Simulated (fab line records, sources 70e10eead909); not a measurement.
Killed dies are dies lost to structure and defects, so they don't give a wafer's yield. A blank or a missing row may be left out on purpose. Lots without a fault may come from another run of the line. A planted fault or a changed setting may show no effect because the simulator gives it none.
Which tool did it? | flow nand_harc | 7 lots, 21 wafers sampled, at 3 steps of a route of 1302

WHAT THE GAUGES READ, wafer by wafer
NHARC_P_GATE_CD_MEAS_26: target cd 120 nm.
lot  | measured     | on        | cd_nm (nm)
L580 | day 6 15:20  | cd_sem-03 | 119.3 118.5 117.9
L582 | day 7 11:45  | cd_sem-03 | 118.7 118.7 119.8
L584 | day 8 11:02  | cd_sem-02 | 119.5 120.8 120.0
L589 | day 10 06:23 | cd_sem-03 | 100.8 100.5 100.1
L595 | day 12 19:43 | cd_sem-01 | 119.3 119.0 119.7
L597 | day 13 19:28 | cd_sem-02 | 119.4 118.8 119.4
L599 | day 14 18:01 | cd_sem-02 | 118.3 119.1 119.5

WHICH TOOL RAN EACH LOT (tool, then ch and the chambers of the sampled wafers, then the start)
lot  | NHARC_P_GATE_HM_DEP_102       | NHARC_P_GATE_PEB_24
L580 | acl_dep-01 ch 0, day 6 14:07  | litho_track-04 ch 0, day 6 15:16
L582 | acl_dep-03 ch 0, day 7 10:20  | litho_track-04 ch 0, day 7 11:40
L584 | acl_dep-02 ch 0, day 8 10:08  | litho_track-01 ch 0, day 8 10:58
L589 | acl_dep-03 ch 0, day 10 05:13 | litho_track-06 ch 0, day 10 06:17
L595 | acl_dep-01 ch 0, day 12 18:22 | litho_track-04 ch 0, day 12 19:38
L597 | acl_dep-02 ch 0, day 13 18:08 | litho_track-01 ch 0, day 13 19:24
L599 | acl_dep-01 ch 0, day 14 16:58 | litho_track-04 ch 0, day 14 17:56
- NHARC_P_GATE_HM_DEP_102: deposits aC, target thk 120 nm.
- NHARC_P_GATE_PEB_24: peb time 65 s.

THE ANSWER, worked out from the rows above alone
Rule: what is usual is taken from the lots themselves. Put in order of their means at a reading, lots are off if they are a third of the lots or fewer, leave a main group of 4 or more, and stand apart from it by a gap of 3 or more times the standard deviation of the main group's means; of several such gaps the widest counts. A main group whose means are all the same, to the digits that the tables above print for the reading, isn't used. A lot without any number at a reading at which 4 lots or more have one is off too. The other lots that the step has rows for count as sound.
Off: L589, at NHARC_P_GATE_CD_MEAS_26 (cd_nm). The main group: mean 119.2 nm, standard deviation 0.47.
A tool fits if, at a process step before that reading, it ran every lot that is off, and no sound lot after the first of them. The gauges at NHARC_P_GATE_CD_MEAS_26 are tried like those tools. Can't be told from this: 3 tools fit, acl_dep-03 at NHARC_P_GATE_HM_DEP_102, litho_track-06 at NHARC_P_GATE_PEB_24, cd_sem-03 at NHARC_P_GATE_CD_MEAS_26.

WHAT THE SIMULATOR HAD PUT IN
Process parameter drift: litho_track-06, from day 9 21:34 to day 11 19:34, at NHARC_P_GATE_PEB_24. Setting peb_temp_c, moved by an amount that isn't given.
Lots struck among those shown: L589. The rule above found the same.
